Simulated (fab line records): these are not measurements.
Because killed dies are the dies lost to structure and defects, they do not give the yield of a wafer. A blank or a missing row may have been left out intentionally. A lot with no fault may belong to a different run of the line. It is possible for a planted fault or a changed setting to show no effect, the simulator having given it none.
Struck lot and sound lot, side by side | flow n5Finfet | 15 steps out of a route of 1938
Sound: the wafers L920.3, L920.5, L920.6. Wafers struck: L916.2, L916.4, L916.5. The cause is named last.
Per side, at each step with rows, come the tool, then ch with its chambers, and then its first start. Under that, the readings that differ: sound wafers | struck wafers | difference of the means | sigmas: that difference in standard deviations of wafers without a fault.
alike: words and numbers the same on both sides, and readings whose means are apart by under 2 such deviations; not compared: readings that were withheld, readings missing a value for some wafer, numbers with overlapping values and no deviation given by the record, and bounds like >300 which may hide the same value.
A row with sigmas, a row that says differs or no value, or rows on one side alone: a step with any of these is where the two part. When numbers do not overlap yet have no deviation, they are printed without sigmas and do not part them. Lack of a reading on every wafer of one side parts them only where that side has two or more wafers.

N5_MOL_CONTACT_COAG_CD_MEAS_101: target cd 16 nm.
  sound: cdSem-01 at day 9 13:49; struck: cdSem-03 at day 8 13:14
  alike: cdNm
following that, these wafers have no rows for 1 step: N5_MOL_CONTACT_COAG_PRE_CLEAN_121.
N5_MOL_CONTACT_COAG_CVD_140: deposits W, target thk 66.5 nm, time 215 s.
  sound on cvdW-02 ch 0,1, day 9 14:01; struck on cvdW-01 ch 1, day 8 13:22
  alike: heaterPowerW
then, 2 steps without rows for these wafers: N5_MOL_CONTACT_COAG_PRECLEAN_127 (cleans in DIW, time 57.5 s); N5_MOL_CONTACT_COAG_SRD_128 (dry time 32 s).
N5_MOL_CONTACT_COAG_CMP_52: polishes, stops on SiO2, t overpolish 1.5 s, target thk 66.5 nm.
  sound on cmp-04 ch 2,3, day 9 14:17; struck on cmp-03 ch 0,1,2, day 8 13:41
reading              | sound             | struck            | difference | sigmas
edgeZonePressureFrac | 1.007 1.001 1.002 | 0.992 0.991 0.993 | -0.011     | -2
  alike: motorCurrentA, overpolishRunS, retainingRingPressureFrac, timeToEndpointS
N5_MOL_CONTACT_COAG_THK_MEAS_53:
  sound: filmMetro-02 at day 9 14:33; struck: filmMetro-02 at day 8 13:59
  alike: VIA_MOL_THK
N5_MOL_CONTACT_COAG_ANNEAL_112: time 1800 s.
  sound on hpAnneal-01 ch 0, day 9 14:35; struck on hpAnneal-01 ch 0, day 8 14:01
  alike: wafer_temp_C_max, zonePowerTopPct
N5_MOL_CONTACT_COAG_INSPECT_97: inspects for defects (darkfield).
  sound: defectInspect-01 at day 9 17:38; struck: defectInspect-02 at day 8 17:04
  alike: rawDefectCount
N5_BEOL_M0_SAQP_PECVD_00: deposits SiCN from 3MS/NH3, target thk 8 nm, time 14 s.
  sound on pecvd-04 ch 0,2, day 9 17:57; struck on pecvd-03 ch 0,1, day 8 17:23
  alike: showerheadPlenumPTorr, throttleValvePct
N5_BEOL_M0_SAQP_ILD_DEP_01: deposits SiOC from DEMS/O2, target thk 45.419 nm, time 8.7 s.
  sound on pecvd-04 ch 0,2, day 9 17:59; struck on pecvd-03 ch 0,1, day 8 17:24
  alike: chamberPressureTorr, heaterPowerOuterW, heaterPowerW, showerheadPlenumPTorr, throttleValvePct
N5_BEOL_M0_SAQP_HM_DEP_02: deposits TiN, target thk 12 nm.
  sound: pvdSputter-02 at day 9 19:57; struck: pvdSputter-02 at day 8 18:00
  no value came back on the struck wafers for chamberPressurePa (Pa), substrateTempC (C), throttleValvePct (%); on the sound wafers chamberPressurePa (Pa) reads 0.5003 0.5001 0.5011
then, 1 step without rows for these wafers: N5_BEOL_M0_SAQP_PECVD_03 (deposits SiCN from 3MS/NH3, target thk 12 nm, time 21.1 s).
N5_BEOL_M4_RC_MEAS_101:
  the record has rows for the sound wafers here (prober-02 ch 0, day 12 13:04) and none for the struck ones
-- record jumps: 7 days separate the struck wafers' starts on either side; left off in module BEOL_M4, taken up again in module PASSIVATION, whose first shown step is the route's number 1936 --
N5_PASSIVATION_PROBE_49:
  sound: prober-01 at day 16 14:47; struck: prober-02 at day 15 16:58
reading                 | sound          | struck         | difference | sigmas
defectLimitedYield (%)  | 91.2 87.8 92.0 | 0 0 0          | -90        | -60
killed_at_M0_to_M3      | 44 43 24       | 1138 1117 1120 | +1088      | +99 or more
killedDies              | 104 144 94     | 1180 1180 1180 | +1066      | +63
killedOnRim             | 11 15 16       | 152 152 152    | +138       | +38
sort_bin_5_function (%) | 4.8 6.5 4.5    | 96.7 95.9 96.9 | +91.2      | +99 or more
sortNPass               | 1076 1036 1086 | 0 0 0          | -1066      | -63
sortYieldPct (%)        | 91.2 87.8 92.0 | 0 0 0          | -90        | -60
  alike: killed_at_M4_up, killedAtContacts, killedAtFrontEnd, killedAtOther, killedOpen, killedShort, sort_bin_6_memory

WHERE THEY PART
Last at N5_PASSIVATION_PROBE_49 as far as this record goes, first at N5_MOL_CONTACT_COAG_CMP_52.

WHY: what had been put in by the simulator
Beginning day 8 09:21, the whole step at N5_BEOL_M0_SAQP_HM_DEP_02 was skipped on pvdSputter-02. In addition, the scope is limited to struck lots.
